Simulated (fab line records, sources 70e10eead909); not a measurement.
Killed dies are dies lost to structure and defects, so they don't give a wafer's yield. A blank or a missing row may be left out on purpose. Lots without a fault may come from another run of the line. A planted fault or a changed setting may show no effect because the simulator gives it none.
Which tool did it? | flow nand_harc | 12 lots, 36 wafers sampled, at 3 steps of a route of 1302

WHAT THE GAUGES READ, wafer by wafer
NHARC_P_STI_OCD_MEAS_43.
lot  | measured     | on     | trench_depth_nm (nm)
L075 | day 3 08:16  | ocd-01 | 308 301 304
L077 | day 4 03:53  | ocd-02 | 296 298 305
L079 | day 4 22:47  | ocd-01 | 300 295 296
L081 | day 5 19:43  | ocd-02 | 289 307 304
L083 | day 6 16:05  | ocd-02 | 300 305 299
L085 | day 7 13:49  | ocd-01 | 303 303 302
L087 | day 8 06:04  | ocd-02 | 285 299 296
L089 | day 9 03:37  | ocd-01 | 286 288 301
L091 | day 10 02:20 | ocd-01 | 307 289 288
L093 | day 11 00:06 | ocd-02 | 306 309 312
L095 | day 11 15:25 | ocd-01 | 293 310 296
L097 | day 12 12:05 | ocd-01 | 303 304 302

WHICH TOOL RAN EACH LOT (tool, then ch and the chambers of the sampled wafers, then the start)
lot  | NHARC_P_ZERO_WELL_ETCH_63        | NHARC_P_ZERO_WELL_RTA_42
L075 | rie_si-04 ch 1,2, day 2 08:04    | rtp_anneal-02 ch 0, day 2 13:21
L077 | rie_si-05 ch 1,2,3, day 3 03:37  | rtp_anneal-02 ch 0, day 3 08:48
L079 | rie_si-04 ch 1,3, day 3 23:34    | rtp_anneal-02 ch 0, day 4 05:02
L081 | rie_si-02 ch 1,2,3, day 4 19:50  | rtp_anneal-02 ch 0, day 5 01:20
L083 | rie_si-05 ch 0,1,3, day 5 16:06  | rtp_anneal-01 ch 0, day 5 21:13
L085 | rie_si-02 ch 1,2, day 6 11:41    | rtp_anneal-01 ch 0, day 6 17:16
L087 | rie_si-04 ch 0,1,3, day 7 07:35  | rtp_anneal-02 ch 0, day 7 12:51
L089 | rie_si-05 ch 0,1,2, day 8 05:04  | rtp_anneal-01 ch 0, day 8 10:43
L091 | rie_si-02 ch 2,3, day 8 23:41    | rtp_anneal-02 ch 0, day 9 06:01
L093 | rie_si-05 ch 0,3, day 10 01:08   | rtp_anneal-02 ch 0, day 10 06:28
L095 | rie_si-04 ch 1,2,3, day 10 15:32 | rtp_anneal-01 ch 0, day 10 21:07
L097 | rie_si-04 ch 0,1,3, day 11 11:39 | rtp_anneal-01 ch 0, day 11 18:20
- NHARC_P_ZERO_WELL_ETCH_63: etches the open film in HBr/Cl2, target depth 120 nm, time 40.1 s.
- NHARC_P_ZERO_WELL_RTA_42: time 300 s.

THE ANSWER, worked out from the rows above alone
Rule: what is usual is taken from the lots themselves. Put in order of their means at a reading, lots are off if they are a third of the lots or fewer, leave a main group of 4 or more, and stand apart from it by a gap of 3 or more times the standard deviation of the main group's means; of several such gaps the widest counts. A main group whose means are all the same, to the digits that the tables above print for the reading, isn't used. A lot without any number at a reading at which 4 lots or more have one is off too. The other lots that the step has rows for count as sound.
No lot is off at any reading shown: from this, nothing can be told.

WHAT THE SIMULATOR HAD PUT IN
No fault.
